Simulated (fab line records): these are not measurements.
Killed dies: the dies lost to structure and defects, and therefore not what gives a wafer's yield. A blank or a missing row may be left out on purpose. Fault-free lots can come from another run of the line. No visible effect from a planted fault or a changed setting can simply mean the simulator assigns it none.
fab line records	flow n5-finfet
record: lots: 7	wafers: 21	last-day: 18
route steps=1938 shown BEOL_M0_SAQP@683 BEOL_M4@1111 PASSIVATION@1936
lots that met no fault: from a run of the same line without faults
start-h: start of the lot's first displayed wafer, in hours after the record's first day	wait-h: how many hours have passed since the lot's step before this one	" unchanged from the row above	L1.1+2: several wafers, shown together as one row	- no value, or no start given	* or withheld: withheld	< > ~ a bound
route shown NAME@n: names a module that has steps shown in the file, with the first one's number in the route	usual: mean/standard deviation taken from wafers without a fault	same: alike in all rows	chamber/n: place in a boat	sites: each site's reading	_std_site: standard deviation across them	_edge_site: mean of outer sites minus mean of inner sites	radius-mm: how far each site lies from the wafer's centre	mask NAME#n: copy n	behind: the tool/chamber that last shaped the wafer	hold: cause of the lot's hold/its duration in hours/its outcome	device: whichever transistor did not switch (one of n, p or np)	end of line: the route-end tests of the same wafers	a step given without rows: its recipe and nothing more	killed: dies lost to structure and defects at the first sort, not the wafer's yield	map: per-die view of a wafer (x killed, . not killed, _ where there is no die)
set.NAME: the setting the step ran with; set.NAME@STEP: the setting that earlier step ran with	model.NAME: the simulator's own value behind a step, which no gauge read
a table for each step, a row for each wafer; lots at some steps of the route
services: when a tool's chamber went out of use (start-h, in hours from the record's first day, below 0 if earlier), for how many hours, and the reason
== steps ==
step: N5_BEOL_M0_SAQP_COAT_34
recipe: resist: CAR-EUV	spin-rpm: 1500	resist-thk-nm: 30
step: N5_BEOL_M0_SAQP_EBR_36
recipe: solvent: PGMEA	ebr-width-mm: 1.5
step: N5_BEOL_M0_SAQP_SOFTBAKE_35
recipe: temp-c: 110	time-s: 60	resist: CAR-EUV
step: N5_BEOL_M0_SAQP_EXPOSE_37
recipe: mask-id: M0_CUT1	na: 0.33	source-shape: annular	sigma-inner: 0.35	sigma-outer: 0.8	polarization: unpolarized	target-cd-nm: 30	dose-mj: 44.75
step: N5_BEOL_M0_SAQP_PEB_38
recipe: peb-temp-c: 100	peb-time-s: 60	resist: CAR-EUV
step: N5_BEOL_M0_SAQP_DEVELOP_39
recipe: develop-time-s: 30	developer: TMAH	resist: CAR-EUV	rinse-liquid: surfactant-rinse	dry: air-spin	dev-temp-c: 23
step: N5_BEOL_M0_SAQP_CD_MEAS_40
recipe: target-cd-nm: 30	landing-energy-ev: 500	detector: se-inlens
usual: cd-nm: 29.86/0.27
same: landing-energy-ev: 500
lot.wafer	tool	chamber	start-h	wait-h	cd-nm
L171.2	cd-sem-02	0	115.59	-	30.08
L171.4	"	0	"	"	29.85
L171.5	"	0	"	"	29.98
L173.2	cd-sem-02	0	131.26	-	30.58
L173.3	"	0	"	"	30.15
L173.6	"	0	"	"	30.16
L183.2	cd-sem-02	0	193.61	-	29.86
L183.3	"	0	"	"	30.12
L183.4	"	0	"	"	30.10
L185.2	cd-sem-02	0	201.11	-	29.28
L185.4	"	0	"	"	30.03
L185.5	"	0	"	"	29.63
L187.1	cd-sem-03	0	211.56	-	29.89
L187.2	"	0	"	"	30.37
L187.6	"	0	"	"	30.00
L188.3	cd-sem-03	0	214.35	-	30.09
L188.4	"	0	"	"	29.70
L188.5	"	0	"	"	29.71
L189.3	cd-sem-03	0	222.96	-	29.66
L189.4	"	0	"	"	30.29
L189.5	"	0	"	"	29.81
step: N5_BEOL_M0_SAQP_OVL_MEAS_41
recipe: points-per-wafer: 522
usual: M0_CUT1_OVL: -0.3/0.73
lot.wafer	tool	chamber	start-h	wait-h	M0_CUT1_OVL[nm]
L171.2	overlay-01	0	115.63	0.0	0.0
L171.4	"	0	"	"	-0.7
L171.5	"	0	"	"	-0.7
L173.2	overlay-02	0	131.30	0.0	-0.1
L173.3	"	0	"	"	-0.2
L173.6	"	0	"	"	-0.3
L183.2	overlay-01	0	193.64	0.0	0.9
L183.3	"	0	"	"	0.2
L183.4	"	0	"	"	0.3
L185.2	overlay-01	0	201.14	0.0	0.4
L185.4	"	0	"	"	0.1
L185.5	"	0	"	"	0.5
L187.1	overlay-01	0	211.59	0.0	-2.5
L187.2	"	0	"	"	-1.8
L187.6	"	0	"	"	-1.4
L188.3	overlay-01	0	214.39	0.0	-0.5
L188.4	"	0	"	"	-0.7
L188.5	"	0	"	"	-0.4
L189.3	overlay-02	0	223.00	0.0	0.0
L189.4	"	0	"	"	-0.9
L189.5	"	0	"	"	-0.4
step: N5_BEOL_M0_SAQP_INSPECT_42
recipe: mode: adi	inspect-instrument: brightfield
usual: raw-defect-count: 295/85
lot.wafer	tool	chamber	start-h	wait-h	raw-defect-count
L171.2	defect-inspect-02	-	115.68	0.0	323
L171.4	"	-	"	"	214
L171.5	"	-	"	"	367
L173.2	defect-inspect-02	-	131.35	0.0	209
L173.3	"	-	"	"	229
L173.6	"	-	"	"	181
L183.2	defect-inspect-01	-	193.69	0.0	377
L183.3	"	-	"	"	323
L183.4	"	-	"	"	368
L185.2	defect-inspect-02	-	201.20	0.0	242
L185.4	"	-	"	"	472
L185.5	"	-	"	"	330
L187.1	defect-inspect-02	-	211.65	0.1	236
L187.2	"	-	"	"	279
L187.6	"	-	"	"	301
L188.3	defect-inspect-01	-	214.43	0.0	452
L188.4	"	-	"	"	373
L188.5	"	-	"	"	430
L189.3	defect-inspect-02	-	223.04	0.0	382
L189.4	"	-	"	"	258
L189.5	"	-	"	"	285
step: N5_BEOL_M0_SAQP_DESCUM_45
recipe: chemistry: O2	time-s: 7	source-power-w: 50	bias-power-w: 20	pressure-mtorr: 20	rf-frequency-hz: 2.712e+07	temp-c: 40	resist: CAR-EUV	o2-flow-sccm: 225
usual: drypump-motor-current-A: 5.7/0.47	oes-product-au: 0.78/0.082	rf-vpp-V: 243.0/1.5	showerhead-plenum-p-Torr: 2.09/0.086	throttle-valve-pct: 20.53/0.23
lot.wafer	tool	chamber	start-h	wait-h	drypump-motor-current-A	oes-product-au	rf-hours-counter-h	rf-vpp-V	showerhead-plenum-p-Torr	throttle-valve-pct
L171.2	rie-diel-06	2	115.84	0.2	6.1	0.67	249	243.5	2.14	20.90
L171.4	"	3	"	"	6.0	0.72	179	242.0	1.99	20.57
L171.5	"	1	"	"	6.4	0.77	-	243.7	2.09	20.75
L173.2	rie-diel-06	1	131.38	0.0	6.5	0.77	160	243.5	2.09	20.76
L173.3	"	3	"	"	6.0	0.72	184	239.7	1.99	20.58
L173.6	"	0	"	"	5.2	0.78	-	240.5	1.93	20.66
L183.2	rie-diel-02	2	193.73	0.0	5.3	0.81	116	241.5	2.02	20.46
L183.3	"	3	"	"	5.2	0.90	40	243.1	2.11	20.63
L183.4	"	1	"	"	6.6	0.89	25	245.5	2.23	20.29
L185.2	rie-diel-05	2	201.45	0.3	6.0	0.74	146	244.5	2.18	20.80
L185.4	"	1	"	"	5.6	0.68	-	242.5	2.15	20.50
L185.5	"	3	"	"	5.2	0.71	-	242.4	2.09	20.26
L187.1	rie-diel-02	3	211.82	0.2	5.2	0.88	48	243.1	2.11	20.62
L187.2	"	1	"	"	6.5	0.87	33	244.7	2.23	20.30
L187.6	"	3	"	"	5.3	0.88	-	243.4	2.11	20.62
L188.3	rie-diel-02	1	214.60	0.2	6.5	0.87	34	245.8	2.23	20.29
L188.4	"	1	"	"	6.5	0.87	-	244.5	2.23	20.31
L188.5	"	2	"	"	5.3	0.80	-	241.0	2.02	20.49
L189.3	rie-diel-02	0	223.24	0.2	6.2	0.98	1	242.9	2.13	19.67
L189.4	"	1	"	"	6.6	0.86	39	245.7	2.22	20.32
L189.5	"	1	"	"	6.5	0.86	-	243.6	2.22	20.31
step: N5_BEOL_M0_SAQP_ETCH_88
recipe: chemistry: N2/H2	target: underlayer	target-depth-a: 65	time-s: 5.2	ion-energy-ev: 200	mask-material: CAR-EUV	pressure-mtorr: 30	source-w: 840	bias-w: 150	n2-flow-sccm: 200	h2-flow-sccm: 200	ends: cleared
usual: drypump-motor-current-A: 5.8/0.47	etch-rf-on-time-s: 5.15/0.12	oes-product-au: 0.67/0.07	rf-vpp-V: 524/3.1	showerhead-plenum-p-Torr: 2.54/0.11	throttle-valve-pct: 18.00/0.22
lot.wafer	tool	chamber	start-h	wait-h	drypump-motor-current-A	etch-rf-on-time-s	oes-product-au	rf-hours-counter-h	rf-vpp-V	showerhead-plenum-p-Torr	throttle-valve-pct
L171.2	rie-diel-06	2	115.88	0.0	6.1	5.45	0.56	249	524	2.61	18.32
L171.4	"	3	"	"	6.0	5.25	0.60	179	523	2.41	18.03
L171.5	"	1	"	"	6.5	5.05	0.66	-	524	2.53	18.12
L173.2	rie-diel-06	1	131.42	0.0	6.5	5.04	0.65	160	523	2.52	18.10
L173.3	"	3	"	"	6.0	5.26	0.61	184	520	2.41	18.04
L173.6	"	0	"	"	5.2	5.01	0.69	-	519	2.36	18.08
L183.2	rie-diel-02	2	193.76	0.0	5.3	4.99	0.69	116	526	2.45	17.83
L183.3	"	3	"	"	5.3	5.06	0.78	40	527	2.59	18.16
L183.4	"	1	"	"	6.6	5.12	0.76	25	527	2.71	17.79
L185.2	rie-diel-05	2	201.49	0.0	6.0	5.11	0.65	146	526	2.66	18.36
L185.4	"	1	"	"	5.7	5.36	0.58	-	527	2.62	18.08
L185.5	"	3	"	"	5.2	5.14	0.61	-	523	2.52	17.67
L187.1	rie-diel-02	3	211.86	0.0	5.2	5.12	0.76	48	527	2.58	18.18
L187.2	"	1	"	"	6.5	5.22	0.74	33	528	2.71	17.81
L187.6	"	3	"	"	5.3	5.09	0.75	-	524	2.58	18.16
L188.3	rie-diel-02	1	214.63	0.0	6.6	5.25	0.74	34	528	2.71	17.82
L188.4	"	1	"	"	6.5	5.28	0.73	-	529	2.71	17.81
L188.5	"	2	"	"	5.3	5.06	0.67	-	523	2.44	17.85
L189.3	rie-diel-02	0	223.28	0.0	6.2	4.98	0.85	1	525	2.62	17.38
L189.4	"	1	"	"	6.6	5.09	0.73	39	531	2.70	17.81
L189.5	"	1	"	"	6.6	5.08	0.74	-	527	2.71	17.80
step: N5_BEOL_M0_SAQP_ETCH_73
recipe: chemistry: CF4	target: SiARC	target-depth-a: 195	mask-material: CAR-EUV	time-s: 32.5	ion-energy-ev: 80	pressure-mtorr: 40	source-w: 545	bias-w: 36	Ar_flow_sccm: 100	cf4-flow-sccm: 100	ends: cleared
usual: drypump-motor-current-A: 5.7/0.47	etch-rf-on-time-s: 32.3/0.84	oes-product-au: 0.67/0.071	rf-vpp-V: 184.1/1.3	showerhead-plenum-p-Torr: 2.13/0.082	throttle-valve-pct: 15.70/0.24
lot.wafer	tool	chamber	start-h	wait-h	drypump-motor-current-A	etch-rf-on-time-s	oes-product-au	rf-hours-counter-h	rf-vpp-V	showerhead-plenum-p-Torr	throttle-valve-pct
L171.2	rie-diel-06	2	115.89	0.0	6.1	33.4	0.57	249	186.2	2.19	16.12
L171.4	"	3	"	"	6.0	33.4	0.61	179	182.6	2.06	15.90
L171.5	"	1	"	"	6.5	31.4	0.66	-	184.5	2.13	15.88
L173.2	rie-diel-06	1	131.43	0.0	6.4	31.6	0.66	160	184.5	2.13	15.89
L173.3	"	3	"	"	6.0	33.0	0.61	184	182.5	2.06	15.92
L173.6	"	0	"	"	5.3	31.4	0.68	-	183.2	1.98	15.79
L183.2	rie-diel-02	2	193.78	0.0	5.3	31.5	0.69	116	183.9	2.07	15.59
L183.3	"	3	"	"	5.2	31.7	0.77	40	184.0	2.18	15.76
L183.4	"	1	"	"	6.5	32.4	0.76	25	186.4	2.26	15.34
L185.2	rie-diel-05	2	201.50	0.0	6.0	32.1	0.65	146	185.7	2.23	16.01
L185.4	"	1	"	"	5.7	34.3	0.57	-	182.7	2.20	15.67
L185.5	"	3	"	"	5.2	32.6	0.62	-	184.1	2.11	15.38
L187.1	rie-diel-02	3	211.88	0.0	5.2	32.1	0.76	48	183.2	2.17	15.79
L187.2	"	1	"	"	6.6	32.8	0.75	33	185.9	2.25	15.37
L187.6	"	3	"	"	5.2	32.1	0.76	-	183.0	2.17	15.78
L188.3	rie-diel-02	1	214.65	0.0	6.5	32.2	0.74	34	186.5	2.25	15.36
L188.4	"	1	"	"	6.6	32.4	0.75	-	186.6	2.25	15.35
L188.5	"	2	"	"	5.3	31.5	0.68	-	183.3	2.06	15.60
L189.3	rie-diel-02	0	223.29	0.0	6.2	30.9	0.84	1	184.5	2.20	15.02
L189.4	"	1	"	"	6.5	32.1	0.74	39	184.8	2.25	15.37
L189.5	"	1	"	"	6.5	32.2	0.74	-	185.5	2.25	15.36
step: N5_BEOL_M0_SAQP_CUT_ETCH_46
recipe: chemistry: N2/H2	target: SOC	target-depth-a: 1350	overetch-a: 270	temp-c: 40	time-s: 202.5	ion-energy-ev: 200	mask-material: SiARC	pressure-mtorr: 30	source-w: 840	bias-w: 150	n2-flow-sccm: 200	h2-flow-sccm: 200
usual: drypump-motor-current-A: 5.8/0.47	rf-vpp-V: 523.9/2.9	showerhead-plenum-p-Torr: 2.54/0.11	throttle-valve-pct: 17.95/0.22
lot.wafer	tool	chamber	start-h	wait-h	drypump-motor-current-A	rf-hours-counter-h	rf-vpp-V	showerhead-plenum-p-Torr	throttle-valve-pct	model.SiARC_of_BEOL_M0_SAQP_COAT_72.thk-nm
L171.2	rie-diel-06	2	115.93	0.0	6.1	250	526.4	2.61	18.28	5.4
L171.4	"	3	"	"	6.0	179	520.5	2.41	17.96	4.8
L171.5	"	1	"	"	6.5	-	522.8	2.53	18.05	4.8
L173.2	rie-diel-06	1	131.47	0.0	6.5	160	523.6	2.52	18.07	4.6
L173.3	"	3	"	"	6.0	184	521.7	2.41	17.96	4.6
L173.6	"	0	"	"	5.2	-	517.6	2.36	18.01	4.4
L183.2	rie-diel-02	2	193.81	0.0	5.3	116	522.4	2.45	17.77	4.2
L183.3	"	3	"	"	5.3	40	525.2	2.59	18.12	4.6
L183.4	"	1	"	"	6.6	25	528.1	2.71	17.74	4.6
L185.2	rie-diel-05	2	201.54	0.0	6.0	146	528.0	2.66	18.30	5
L185.4	"	1	"	"	5.6	-	526.2	2.62	18.03	5.4
L185.5	"	3	"	"	5.1	-	523.0	2.52	17.66	5
L187.1	rie-diel-02	3	211.91	0.0	5.2	48	525.7	2.58	18.13	4.6
L187.2	"	1	"	"	6.6	34	528.5	2.71	17.75	3.8
L187.6	"	3	"	"	5.2	-	524.8	2.58	18.14	4.8
L188.3	rie-diel-02	1	214.68	0.0	6.5	34	527.1	2.71	17.76	3.8
L188.4	"	1	"	"	6.6	-	527.3	2.71	17.76	3.8
L188.5	"	2	"	"	5.3	-	521.6	2.44	17.77	4.2
L189.3	rie-diel-02	0	223.32	0.0	6.1	1	526.4	2.62	17.29	3.6
L189.4	"	1	"	"	6.6	39	528.2	2.71	17.78	3.8
L189.5	"	1	"	"	6.6	-	527.7	2.71	17.78	4.6
step: N5_BEOL_M0_SAQP_STRIP_74
recipe: chemistry: N2/H2	temp-c: 40	n2-flow-sccm: 200	h2-flow-sccm: 200	rf-frequency-hz: 6e+07
step: N5_BEOL_M4_RC_MEAS_101
usual: DIBL_N: 35.8/1.7	DIBL_P: 35.3/2	IOFF_N: 0.150/0.026	IOFF_P: 0.194/0.029	ION_N: 667/11	ION_P: 456/7.1	SS_N: 71.4/0.65	SS_P: 73.1/0.64	VT_N: 251/3	VT_P: -252/3.2
lot.wafer	tool	chamber	start-h	wait-h	DIBL_N[mV/V]	DIBL_P[mV/V]	IOFF_N[nA/um]	IOFF_P[nA/um]	ION_N[uA/um]	ION_P[uA/um]	SS_N[mV/dec]	SS_P[mV/dec]	VT_N[mV]	VT_P[mV]
L171.2	prober-01	0	210.04	0.2	36.3	37.0	0.139	0.193	659	454	70.9	72.5	255	-252
L171.4	"	0	"	"	36.9	38.1	0.167	0.215	672	456	72.6	73.2	248	-252
L171.5	"	0	"	"	35.6	36.1	0.132	0.178	655	449	71.1	72.9	253	-255
L173.2	prober-02	0	224.13	0.2	36.6	36.3	0.150	0.207	657	454	70.9	72.7	251	-250
L173.3	"	0	"	"	36.6	35.7	0.155	0.195	669	455	71.6	73.1	248	-253
L173.6	"	0	"	"	37.6	37.1	0.176	0.219	673	456	71.3	73.2	247	-250
L183.2	prober-02	0	307.86	0.5	32.2	31.2	0.094	0.144	642	448	69.7	73.1	258	-255
L183.3	"	0	"	"	35.7	34.7	0.144	0.189	657	452	71.3	74.0	254	-253
L183.4	"	0	"	"	35.0	34.3	0.144	0.187	670	459	71.2	73.2	251	-253
L187.1	prober-01	0	313.28	0.0	35.2	33.2	0.137	0.175	641	444	71.9	72.7	252	-252
L187.2	"	0	"	"	34.7	33.3	0.125	0.173	661	454	71.2	72.7	252	-252
L187.6	"	0	"	"	37.3	36.8	0.166	0.228	649	450	71.8	73.7	248	-249
L185.2	prober-01	0	317.83	0.2	37.3	35.9	0.184	0.223	687	468	71.8	73.1	247	-251
L185.4	"	0	"	"	38.2	34.3	0.182	0.198	672	448	72.7	73.5	250	-253
L185.5	"	0	"	"	39.5	36.2	0.226	0.231	674	453	72.9	73.8	246	-248
L189.3	prober-02	0	327.51	0.3	37.2	37.2	0.165	0.194	671	452	72.0	73.4	253	-255
L189.4	"	0	"	"	35.3	34.5	0.134	0.157	660	449	72.2	73.7	254	-255
L189.5	"	0	"	"	36.5	35.8	0.159	0.191	658	443	72.0	73.5	253	-253
L188.3	prober-01	0	328.23	0.5	39.4	37.0	0.190	0.205	678	460	71.7	73.9	249	-251
L188.4	"	0	"	"	36.6	35.6	0.147	0.191	652	451	70.9	72.9	251	-254
L188.5	"	0	"	"	35.1	33.1	0.126	0.163	663	454	71.0	72.5	253	-252
step: N5_PASSIVATION_PROBE_49
usual: defect-limited-yield: 91.5/1.4	killed_at_M0_to_M3: 34/11	killed_at_M4_up: 15/6	killed-at-contacts: 11/5.9	killed-at-front-end: 37/11	killed-at-other: 3.6/2.9	killed-dies: 101/17	killed-on-rim: 13/4	killed-open: 66/12	killed-short: 33/7.8	sort_bin_5_function: 5.0/0.97	sort_bin_6_memory: 3.2/0.65	sort_bin_8_speed: 0.02/0.2	sort-n-pass: 1079/17	sort-yield-pct: 91.4/1.4
same: gross-dies: 1180	killed-at-back-side: 0	sort_bin_4_leakage[%]: 0
lot.wafer	tool	chamber	start-h	wait-h	defect-limited-yield[%]	killed_at_M0_to_M3	killed_at_M4_up	killed-at-contacts	killed-at-front-end	killed-at-other	killed-dies	killed-on-rim	killed-open	killed-short	sort_bin_5_function[%]	sort_bin_6_memory[%]	sort_bin_8_speed[%]	sort-n-pass	sort-yield-pct[%]
L171.2	prober-02	-	307.16	0.1	91.7	43	21	5	24	5	98	9	72	24	5.0	3.1	0	1082	91.7
L171.4	prober-02	-	307.26	0.2	90.2	52	13	10	41	0	116	15	70	43	5.7	3.9	0	1064	90.2
L171.5	prober-02	-	307.31	0.2	89.5	55	12	18	36	3	124	17	77	45	6.6	3.6	0	1056	89.5
L173.2	prober-01	-	327.67	0.1	90.0	59	9	12	27	11	118	9	70	45	5.2	4.6	0	1062	90.0
L173.3	prober-01	-	327.72	0.1	93.7	16	11	10	32	5	74	13	46	25	3.5	2.5	0	1106	93.7
L173.6	prober-01	-	327.87	0.3	92.2	28	10	16	30	8	92	10	58	34	4.1	3.5	0	1088	92.2
L183.2	prober-01	-	414.88	0.1	91.2	34	15	9	33	13	104	11	70	33	5.5	3.0	0.08	1075	91.1
L183.3	prober-01	-	414.93	0.1	91.4	54	14	11	21	1	101	14	73	28	5.3	3.2	0	1079	91.4
L183.4	prober-01	-	414.98	0.2	93.5	39	8	8	20	2	77	12	50	27	4.2	2.4	0	1103	93.5
L187.1	prober-01	-	418.44	0.0	91.5	38	17	10	31	4	100	10	74	25	5.1	3.0	0.17	1078	91.4
L187.2	prober-01	-	418.49	0.1	89.1	33	15	27	44	10	129	20	83	44	6.9	3.6	0	1051	89.1
L187.6	prober-01	-	418.69	0.3	90.7	31	23	12	33	11	110	14	74	33	6.2	3.1	0	1070	90.7
L185.2	prober-02	-	427.58	0.1	93.2	17	8	13	37	5	80	11	54	23	4.1	2.4	0.08	1100	93.2
L185.4	prober-02	-	427.68	0.2	91.8	30	11	13	38	5	97	6	63	31	4.2	3.5	0	1083	91.8
L185.5	prober-02	-	427.73	0.2	90.6	26	11	23	44	7	111	16	78	33	5.3	3.8	0	1069	90.6
L188.3	prober-01	-	440.47	0.1	89.0	47	25	16	40	2	130	19	92	38	7.1	3.6	0	1050	89.0
L188.4	prober-01	-	440.52	0.2	90.6	40	24	20	26	1	111	17	89	22	5.8	3.5	0	1069	90.6
L188.5	prober-01	-	440.57	0.2	91.3	34	13	28	28	0	103	19	74	29	4.9	3.7	0	1077	91.3
L189.3	prober-01	-	441.02	0.1	89.1	46	33	7	38	5	129	15	83	46	5.6	4.9	0	1051	89.1
L189.4	prober-01	-	441.07	0.2	92.0	40	23	7	23	1	94	15	60	34	4.7	3.1	0	1086	92.0
L189.5	prober-01	-	441.12	0.2	92.5	34	9	11	30	5	89	17	62	26	4.7	2.8	0	1091	92.5
killed by level:class
L171.2 BEOL_M2:geometric-particle:open=14 BEOL_M1:geometric-particle:open=12 BEOL_M4:geometric-particle:open=10 BEOL_M0_SAQP:geometric-particle:short=6 FIN_SAQP:geometric-particle:open=5 BEOL_M0_SAQP:geometric-particle:open=5 STI_FIN_REVEAL:geometric-particle:open=4 MOL_CONTACT_COAG:geometric-particle:open=4
L171.4 BEOL_M0_SAQP:geometric-particle:open=15 BEOL_M0_SAQP:geometric-particle:short=11 DUMMY_GATE:geometric-particle:open=10 MOL_CONTACT_COAG:geometric-particle:open=10 BEOL_M2:geometric-particle:open=7 BEOL_M1:geometric-particle:open=6 BEOL_M1:geometric-particle:short=5 FIN_SAQP:geometric-particle:short=4
L171.5 MOL_CONTACT_COAG:geometric-particle:open=13 BEOL_M0_SAQP:geometric-particle:short=12 BEOL_M3:geometric-particle:open=10 BEOL_M0_SAQP:geometric-particle:open=9 FIN_SAQP:geometric-particle:short=7 BEOL_M1:geometric-particle:open=7 BEOL_M2:geometric-particle:open=7 FIN_SAQP:geometric-particle:open=6
L173.2 BEOL_M0_SAQP:geometric-particle:short=18 BEOL_M0_SAQP:geometric-particle:open=16 BEOL_M1:geometric-particle:open=15 FIN_SAQP:geometric-particle:open=7 STI_FIN_REVEAL:geometric-particle:open=6 FIN_SAQP:geometric-particle:short=5 MOL_CONTACT_COAG:geometric-particle:short=5 MOL_CONTACT_COAG:geometric-particle:open=5
L173.3 STI_FIN_REVEAL:geometric-particle:open=9 STARTING-WAFER:geometric-particle:short=6 MOL_CONTACT_COAG:geometric-particle:open=6 BEOL_M1:geometric-particle:open=5 GATE_CUT:geometric-particle:short=4 BEOL_M2:geometric-particle:open=4 BEOL_M6:geometric-particle:open=4 MOL_CONTACT_COAG:geometric-particle:short=3
L173.6 MOL_CONTACT_COAG:geometric-particle:open=14 BEOL_M0_SAQP:geometric-particle:short=9 BEOL_M0_SAQP:geometric-particle:open=9 DUMMY_GATE:geometric-particle:open=8 GATE_CUT:geometric-particle:short=7 FIN_SAQP:geometric-particle:short=6 BEOL_M4:geometric-particle:open=5 BEOL_M1:geometric-particle:open=3
L183.2 MOL_CONTACT_COAG:geometric-particle:open=8 BEOL_M2:geometric-particle:open=8 BEOL_M4:geometric-particle:open=8 FIN_SAQP:geometric-particle:open=7 STI_FIN_REVEAL:geometric-particle:open=6 BEOL_M0_SAQP:geometric-particle:open=6 BEOL_M0_SAQP:geometric-particle:short=6 FIN_SAQP:geometric-particle:short=5
L183.3 BEOL_M0_SAQP:geometric-particle:open=17 BEOL_M3:geometric-particle:open=13 MOL_CONTACT_COAG:geometric-particle:open=11 BEOL_M4:geometric-particle:open=9 BEOL_M0_SAQP:geometric-particle:short=7 STI_FIN_REVEAL:geometric-particle:open=6 STARTING-WAFER:geometric-particle:short=6 BEOL_M1:geometric-particle:short=5
L183.4 BEOL_M0_SAQP:geometric-particle:short=9 BEOL_M0_SAQP:geometric-particle:open=8 BEOL_M1:geometric-particle:open=8 BEOL_M3:geometric-particle:open=7 MOL_CONTACT_COAG:geometric-particle:open=6 DUMMY_GATE:geometric-particle:open=5 FIN_SAQP:geometric-particle:short=4 BEOL_M2:geometric-particle:open=4
L187.1 STI_FIN_REVEAL:geometric-particle:open=17 BEOL_M1:geometric-particle:open=11 MOL_CONTACT_COAG:geometric-particle:open=10 BEOL_M4:geometric-particle:open=9 BEOL_M0_SAQP:geometric-particle:open=6 BEOL_M0_SAQP:geometric-particle:short=6 BEOL_M3:geometric-particle:open=6 BEOL_M0:geometric-particle:short=4
L187.2 MOL_CONTACT_COAG:geometric-particle:open=21 STI_FIN_REVEAL:geometric-particle:open=16 FIN_SAQP:geometric-particle:short=10 BEOL_M1:geometric-particle:open=8 BEOL_M2:geometric-particle:open=7 MOL_CONTACT_COAG:geometric-particle:short=6 BEOL_M4:geometric-particle:open=6 BEOL_M0_SAQP:geometric-particle:open=5
L187.6 STI_FIN_REVEAL:geometric-particle:open=16 MOL_CONTACT_COAG:geometric-particle:open=12 BEOL_M0_SAQP:geometric-particle:open=8 BEOL_M4:geometric-particle:open=6 GATE_CUT:geometric-particle:short=5 BEOL_M0:geometric-particle:open=5 STI_FIN_REVEAL:geometric-particle:short=4 BEOL_M0_SAQP:geometric-particle:short=3
L185.2 FIN_SAQP:geometric-particle:open=11 MOL_CONTACT_COAG:geometric-particle:open=10 STI_FIN_REVEAL:geometric-particle:open=7 BEOL_M2:geometric-particle:open=6 FIN_SAQP:geometric-particle:short=5 MOL_CONTACT_COAG:geometric-particle:short=3 BEOL_M1:geometric-particle:open=3 STI_FIN_REVEAL:geometric-particle:short=2
L185.4 FIN_SAQP:geometric-particle:open=12 MOL_CONTACT_COAG:geometric-particle:open=8 FIN_SAQP:geometric-particle:short=7 BEOL_M4:geometric-particle:open=6 BEOL_M1:geometric-particle:open=6 STI_FIN_REVEAL:geometric-particle:open=5 MOL_CONTACT_COAG:geometric-particle:short=5 BEOL_M0_SAQP:geometric-particle:short=5
L185.5 MOL_CONTACT_COAG:geometric-particle:open=22 STI_FIN_REVEAL:geometric-particle:open=10 FIN_SAQP:geometric-particle:open=9 STI_FIN_REVEAL:geometric-particle:short=6 FIN_SAQP:geometric-particle:short=5 BEOL_M1:geometric-particle:open=5 BEOL_M2:geometric-particle:open=5 STARTING-WAFER:geometric-particle:open=5
L188.3 BEOL_M1:geometric-particle:open=14 STI_FIN_REVEAL:geometric-particle:open=12 MOL_CONTACT_COAG:geometric-particle:open=11 BEOL_M4:geometric-particle:open=8 BEOL_M0_SAQP:geometric-particle:short=7 BEOL_M2:geometric-particle:open=6 BEOL_M3:geometric-particle:open=6 BEOL_M7:geometric-particle:open=6
L188.4 MOL_CONTACT_COAG:geometric-particle:open=17 BEOL_M4:geometric-particle:open=14 BEOL_M2:geometric-particle:open=11 STI_FIN_REVEAL:geometric-particle:open=7 BEOL_M3:geometric-particle:open=7 BEOL_M0_SAQP:geometric-particle:short=5 BEOL_M0_SAQP:geometric-particle:open=5 BEOL_M1:geometric-particle:open=5
L188.5 MOL_CONTACT_COAG:geometric-particle:open=23 STI_FIN_REVEAL:geometric-particle:open=13 BEOL_M0_SAQP:geometric-particle:short=8 BEOL_M0_SAQP:geometric-particle:open=7 BEOL_M1:geometric-particle:open=6 MOL_CONTACT_COAG:geometric-particle:short=5 BEOL_M2:geometric-particle:open=5 BEOL_M4:geometric-particle:open=5
L189.3 BEOL_M0_SAQP:geometric-particle:short=21 BEOL_M0_SAQP:geometric-particle:open=17 STI_FIN_REVEAL:geometric-particle:open=14 BEOL_M4:geometric-particle:open=13 BEOL_M4:geometric-particle:short=12 FIN_SAQP:geometric-particle:open=7 MOL_CONTACT_COAG:geometric-particle:open=7 FIN_SAQP:geometric-particle:short=6
L189.4 FIN_SAQP:geometric-particle:short=9 BEOL_M3:geometric-particle:open=9 BEOL_M4:geometric-particle:open=8 BEOL_M0_SAQP:geometric-particle:open=8 BEOL_M5:geometric-particle:open=8 BEOL_M1:geometric-particle:short=7 MOL_CONTACT_COAG:geometric-particle:open=6 BEOL_M0_SAQP:geometric-particle:short=6
L189.5 FIN_SAQP:geometric-particle:open=13 BEOL_M2:geometric-particle:open=10 MOL_CONTACT_COAG:geometric-particle:open=8 BEOL_M0_SAQP:geometric-particle:open=8 BEOL_M0_SAQP:geometric-particle:short=7 BEOL_M3:geometric-particle:open=5 STI_FIN_REVEAL:geometric-particle:open=4 GATE_CUT:geometric-particle:open=4
== services ==
tool	chamber	start-h	hours	kind
rie-diel-06	0	117.80	3.6	repair
rie-diel-06	2	121.62	-	clean
rie-diel-06	2	121.62	-	consumable-replace:focus-ring
rie-diel-06	2	121.62	13.3	scheduled-down
rie-diel-06	2	121.62	13.3	vent-cycle
rie-diel-02	-	145.67	1.1	repair
rie-diel-06	3	177.16	1.4	repair
rie-diel-05	0	186.26	-	clean
rie-diel-05	0	186.26	-	consumable-replace:focus-ring
rie-diel-05	0	186.26	17.9	scheduled-down
rie-diel-05	0	186.26	17.9	vent-cycle
rie-diel-06	1	192.14	6.6	repair
rie-diel-02	0	198.85	-	clean
rie-diel-02	0	198.85	-	consumable-replace:focus-ring
rie-diel-02	0	198.85	22.0	scheduled-down
rie-diel-02	0	198.85	22.0	vent-cycle
rie-diel-06	3	210.04	5.9	repair
rie-diel-05	-	215.11	2.8	pm
== key ==
first-sign none at tools or gauges
model-effect: step: N5_BEOL_M0_SAQP_CUT_ETCH_46	value: SiARC_of_BEOL_M0_SAQP_COAT_72.thk-nm	without: 4.56	struck: 3.76
met-at N5_BEOL_M0_SAQP_CUT_ETCH_46
struck-wafers L187.2,L188.3,L188.4,L189.3,L189.4
onset-between 193.81 211.91
fault: kind: process-parameter-drift	tool: rie-diel-02	chamber: -	onset-h: 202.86	steps: N5_BEOL_M0_SAQP_CUT_ETCH_46	channel: time-s	offset: *	shape: step	end-h: 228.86	scope: struck-wafers-only	acts-in: *	stated: *
